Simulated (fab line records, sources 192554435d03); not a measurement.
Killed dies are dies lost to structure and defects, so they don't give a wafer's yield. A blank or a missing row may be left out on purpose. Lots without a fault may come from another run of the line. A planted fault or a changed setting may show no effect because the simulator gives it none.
Which tool did it? | flow n5_finfet | 9 lots, 27 wafers sampled, at 6 steps of a route of 1938

WHAT THE GAUGES READ, wafer by wafer
N5_SD_EPI_N_OVL_MEAS_10. Usual: SD_N_BLK_OVL 0.0 nm, standard deviation 0.75.
lot  | measured    | on         | SD_N_BLK_OVL (nm) | flag
L872 | day 3 14:32 | overlay-01 | 0.8 0.2 0.6       |
L877 | day 4 22:17 | overlay-01 | -1.6 -1.3 -1.1    |
L879 | day 5 08:18 | overlay-02 | -0.7 0.3 0.0      |
L880 | day 5 15:41 | overlay-02 | 0.7 1.0 0.6       |
L882 | day 6 01:32 | overlay-01 | 10.7 11.7 12.1    | OFF
L883 | day 6 07:52 | overlay-02 | 10.3 10.9 10.3    | OFF
L890 | day 8 01:13 | overlay-01 | -0.6 -0.1 -0.5    |
L891 | day 8 07:37 | overlay-01 | -1.3 -1.3 -1.3    |
L892 | day 8 21:14 | overlay-02 | 0.5 0.8 0.9       |

N5_BEOL_M4_RC_MEAS_101. Usual: DIBL_N 36.1 mV/V, standard deviation 1.3; DIBL_P 36.1 mV/V, standard deviation 1.7; IOFF_N 0.154 nA/um, standard deviation 0.022; IOFF_P 0.201 nA/um, standard deviation 0.024; ION_N 675 uA/um, standard deviation 8.9; ION_P 462 uA/um, standard deviation 5.9; SS_N 71.5 mV/dec, standard deviation 0.49; SS_P 73.3 mV/dec, standard deviation 0.58; VT_N 250.0 mV, standard deviation 2.7; VT_P -251.3 mV, standard deviation 2.7.
lot  | measured     | on        | DIBL_N (mV/V)  | DIBL_P (mV/V)  | IOFF_N (nA/um)    | IOFF_P (nA/um)    | ION_N (uA/um) | ION_P (uA/um) | SS_N (mV/dec)  | SS_P (mV/dec)  | VT_N (mV)         | VT_P (mV)            | flag
L872 | day 8 02:34  | prober-01 | 36.8 36.0 37.6 | 37.7 36.4 38.3 | 0.168 0.146 0.165 | 0.185 0.172 0.184 | 678 662 676   | 452 452 448   | 72.2 71.3 72.1 | 73.7 73.7 73.5 | 250.7 251.7 250.3 | -254.7 -253.2 -254.9 |
L877 | day 9 20:53  | prober-02 | 36.1 35.3 35.4 | 34.8 33.5 33.9 | 0.155 0.148 0.141 | 0.202 0.184 0.189 | 669 682 674   | 464 462 465   | 71.9 72.0 71.2 | 72.5 72.7 73.1 | 250.6 249.2 253.0 | -253.7 -254.6 -253.1 |
L879 | day 10 15:41 | prober-02 | 35.2 35.0 36.8 | 34.1 35.0 36.7 | 0.136 0.151 0.176 | 0.174 0.192 0.218 | 662 672 679   | 452 460 462   | 71.4 71.7 71.6 | 72.9 73.4 74.1 | 253.5 252.1 247.8 | -250.5 -250.9 -250.6 |
L880 | day 10 18:28 | prober-01 | 36.3 37.7 34.9 | 35.6 37.2 33.8 | 0.127 0.162 0.116 | 0.182 0.205 0.165 | 662 672 664   | 455 460 455   | 71.1 71.3 70.9 | 72.7 74.0 72.9 | 252.8 249.4 253.7 | -253.7 -252.9 -253.3 |
L882 | day 11 19:35 | prober-01 | 36.0 37.1 36.7 | 34.7 35.7 35.4 | 0.144 0.161 0.161 | 0.203 0.215 0.209 | 673 672 679   | 466 463 466   | 70.5 71.2 71.0 | 72.4 73.2 73.3 | 249.2 249.9 249.1 | -247.3 -250.3 -251.8 |
L883 | day 11 16:36 | prober-01 | 32.9 33.4 33.5 | 32.7 33.6 32.3 | 0.124 0.129 0.119 | 0.164 0.179 0.157 | 677 664 671   | 465 458 460   | 71.2 71.1 71.3 | 73.2 73.4 72.7 | 251.8 251.4 255.1 | -253.6 -254.2 -254.7 |
L890 | day 13 05:14 | prober-02 | 38.8 38.5 36.1 | 38.7 38.0 35.9 | 0.206 0.195 0.144 | 0.234 0.228 0.182 | 693 696 675   | 465 471 458   | 72.0 71.5 71.0 | 74.5 74.8 73.2 | 246.4 247.9 250.5 | -251.8 -251.2 -255.0 |
L891 | day 13 05:51 | prober-01 | 36.3 36.2 37.9 | 37.0 36.7 38.0 | 0.169 0.165 0.194 | 0.199 0.196 0.216 | 683 672 690   | 464 453 465   | 71.6 71.1 71.3 | 73.0 73.2 73.8 | 247.2 248.2 245.6 | -252.2 -250.7 -248.9 |
L892 | day 14 07:29 | prober-02 | 38.7 37.4 36.1 | 39.5 38.0 36.4 | 0.196 0.174 0.147 | 0.268 0.247 0.211 | 696 681 670   | 478 470 464   | 72.4 72.2 71.9 | 73.9 73.6 73.0 | 244.5 245.3 251.1 | -245.7 -248.8 -247.4 |

WHICH TOOL RAN EACH LOT (tool, then ch and the chambers of the sampled wafers, then the start)
lot  | N5_DUMMY_GATE_STRIP_48            | N5_SPACER0_ALD_07                | N5_SD_EPI_N_EXPOSE_06             | N5_SD_EPI_N_ETCH_45
L872 | rie_diel-03 ch 0,2, day 3 13:18   | ald_sin-03 ch 0,3, day 3 13:32   | arfi_scanner-03 ch 0, day 3 14:23 | rie_diel-02 ch 0,1, day 3 15:08
L877 | rie_diel-04 ch 2,3, day 4 20:28   | ald_sin-03 ch 0,3, day 4 21:17   | arfi_scanner-02 ch 0, day 4 22:08 | rie_diel-02 ch 0,1,3, day 4 23:04
L879 | rie_diel-04 ch 0,1,2, day 5 07:05 | ald_sin-02 ch 0,2,3, day 5 07:19 | arfi_scanner-01 ch 0, day 5 08:09 | rie_diel-01 ch 1,3, day 5 08:55
L880 | rie_diel-05 ch 1,2,3, day 5 14:18 | ald_sin-03 ch 0,2,3, day 5 14:41 | arfi_scanner-03 ch 0, day 5 15:31 | rie_diel-01 ch 0,1,2, day 5 16:15
L882 | rie_diel-05 ch 0,1,2, day 6 00:19 | ald_sin-01 ch 0,1,2, day 6 00:32 | arfi_scanner-03 ch 0, day 6 01:22 | rie_diel-02 ch 2,3, day 6 02:10
L883 | rie_diel-04 ch 0,1,2, day 6 06:46 | ald_sin-03 ch 0,2,3, day 6 06:59 | arfi_scanner-03 ch 0, day 6 07:43 | rie_diel-02 ch 2,3, day 6 08:26
L890 | rie_diel-03 ch 0,1,3, day 8 00:07 | ald_sin-02 ch 0,2,3, day 8 00:20 | arfi_scanner-01 ch 0, day 8 01:03 | rie_diel-06 ch 0,2, day 8 01:49
L891 | rie_diel-03 ch 0,2,3, day 8 06:08 | ald_sin-03 ch 1,2,3, day 8 06:37 | arfi_scanner-02 ch 0, day 8 07:28 | rie_diel-02 ch 1,3, day 8 08:16
L892 | rie_diel-03 ch 0,3, day 8 20:01   | ald_sin-03 ch 1,2,3, day 8 20:14 | arfi_scanner-02 ch 0, day 8 21:05 | rie_diel-06 ch 0,2, day 8 21:49
- N5_DUMMY_GATE_STRIP_48: strips in N2/H2, time 20 s.
- N5_SPACER0_ALD_07: deposits SiNx, target thk 2 nm.
- N5_SD_EPI_N_EXPOSE_06: exposes mask SD N BLK, target cd 120 nm.
- N5_SD_EPI_N_ETCH_45: etches SiOCN in CH3F/O2, target depth 6 nm.

WHAT THE TOOLS THEMSELVES READ (means of the sampled wafers that have a number; where no wafer has one, the mark that the record gives instead)
N5_DUMMY_GATE_STRIP_48. Usual: drypump_motor_current_A 5.9 A, standard deviation 0.42; oes_product_au 0.78 a.u., standard deviation 0.062; rf_vpp_V 45.4 V, standard deviation 0.81; showerhead_plenum_p_Torr 3.42 Torr, standard deviation 0.087; throttle_valve_pct 12.24 %, standard deviation 0.15.
lot  | tool        | drypump_motor_current_A (A) | oes_product_au (a.u.) | rf_vpp_V (V) | showerhead_plenum_p_Torr (Torr) | throttle_valve_pct (%) | flag
L872 | rie_diel-03 | 5.8                         | 0.77                  | 45.0         | 3.37                            | 12.14                  |
L877 | rie_diel-04 | 6.5                         | 0.74                  | 45.7         | 3.37                            | 12.24                  |
L879 | rie_diel-04 | 6.0                         | 0.81                  | 45.4         | 3.45                            | 12.17                  |
L880 | rie_diel-05 | 5.8                         | 0.80                  | 45.8         | 3.53                            | 12.25                  |
L882 | rie_diel-05 | 5.6                         | 0.77                  | 46.2         | 3.47                            | 12.35                  |
L883 | rie_diel-04 | 6.1                         | 0.80                  | 46.3         | 3.45                            | 12.19                  |
L890 | rie_diel-03 | 6.0                         | 0.78                  | 44.7         | 3.33                            | 12.25                  |
L891 | rie_diel-03 | 5.8                         | 0.73                  | 46.5         | 3.35                            | 12.29                  |
L892 | rie_diel-03 | 6.1                         | 0.71                  | 45.0         | 3.34                            | 12.34                  |

N5_SPACER0_ALD_07. Usual: heater_power_w 840 W, standard deviation 82.
lot  | tool       | heater_power_w (W) | flag
L872 | ald_sin-03 | 859                |
L877 | ald_sin-03 | 871                |
L879 | ald_sin-02 | 829                |
L880 | ald_sin-03 | 817                |
L882 | ald_sin-01 | 874                |
L883 | ald_sin-03 | 819                |
L890 | ald_sin-02 | 814                |
L891 | ald_sin-03 | 829                |
L892 | ald_sin-03 | 830                |

N5_SD_EPI_N_ETCH_45. Usual: CH3F_flow_sccm 29.99 sccm, standard deviation 0.092; drypump_motor_current_A 5.7 A, standard deviation 0.35; oes_product_au 0.79 a.u., standard deviation 0.1; rf_vpp_V 127.6 V, standard deviation 1; showerhead_plenum_p_Torr 2.00 Torr, standard deviation 0.069; throttle_valve_pct 23.24 %, standard deviation 0.23.
lot  | tool        | CH3F_flow_sccm (sccm) | drypump_motor_current_A (A) | oes_product_au (a.u.) | rf_vpp_V (V) | showerhead_plenum_p_Torr (Torr) | throttle_valve_pct (%) | flag
L872 | rie_diel-02 | 30.04                 | 5.8                         | 0.71                  | 128.0        | 2.01                            | 23.21                  |
L877 | rie_diel-02 | 30.01                 | 5.6                         | 0.73                  | 127.8        | 2.04                            | 23.16                  |
L879 | rie_diel-01 | 29.95                 | 5.8                         | 0.70                  | 127.3        | 1.98                            | 23.62                  |
L880 | rie_diel-01 | 30.01                 | 5.5                         | 0.76                  | 126.0        | 1.97                            | 23.38                  |
L882 | rie_diel-02 | 30.01                 | 5.5                         | 0.87                  | 127.8        | 2.00                            | 23.08                  |
L883 | rie_diel-02 | 29.93                 | 5.4                         | 0.80                  | 128.0        | 2.04                            | 23.12                  |
L890 | rie_diel-06 | 30.06                 | 5.4                         | 0.86                  | 127.6        | 2.06                            | 23.25                  |
L891 | rie_diel-02 | 30.04                 | 5.6                         | 0.86                  | 127.9        | 1.99                            | 23.14                  |
L892 | rie_diel-06 | 30.03                 | 5.4                         | 0.86                  | 127.9        | 2.06                            | 23.24                  |

THE ANSWER, worked out from the rows above alone
Rule: a lot is off if the mean of its wafers that have a number lies more than 3 standard deviations from the usual mean. A lot without any number at a reading at which 4 lots or more have one is off too. The other lots that the step has rows for count as sound. The gauges are gone through in route order, then the tools' own readings, and for those a lot's mean is taken as printed above. The first step at which some lot is off is used, and at that step the reading that is off furthest; a lot without a number counts as furthest.
Off: L882, L883, at N5_SD_EPI_N_OVL_MEAS_10 (SD_N_BLK_OVL).
A tool fits if, at a process step before that reading, it ran every lot that is off, and no sound lot after the first of them. The gauges at N5_SD_EPI_N_OVL_MEAS_10 are tried like those tools. One fits: arfi_scanner-03 at N5_SD_EPI_N_EXPOSE_06. Its last sound lot is L880 (day 5 15:31), its first lot that is off L882 (day 6 01:22): a fault that began between those two fits.

WHAT THE SIMULATOR HAD PUT IN
Scanner matching overlay: arfi_scanner-03, from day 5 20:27 on, at N5_SD_EPI_N_EXPOSE_06. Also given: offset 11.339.
Lots struck among those shown: L882, L883. The rule above found the same.
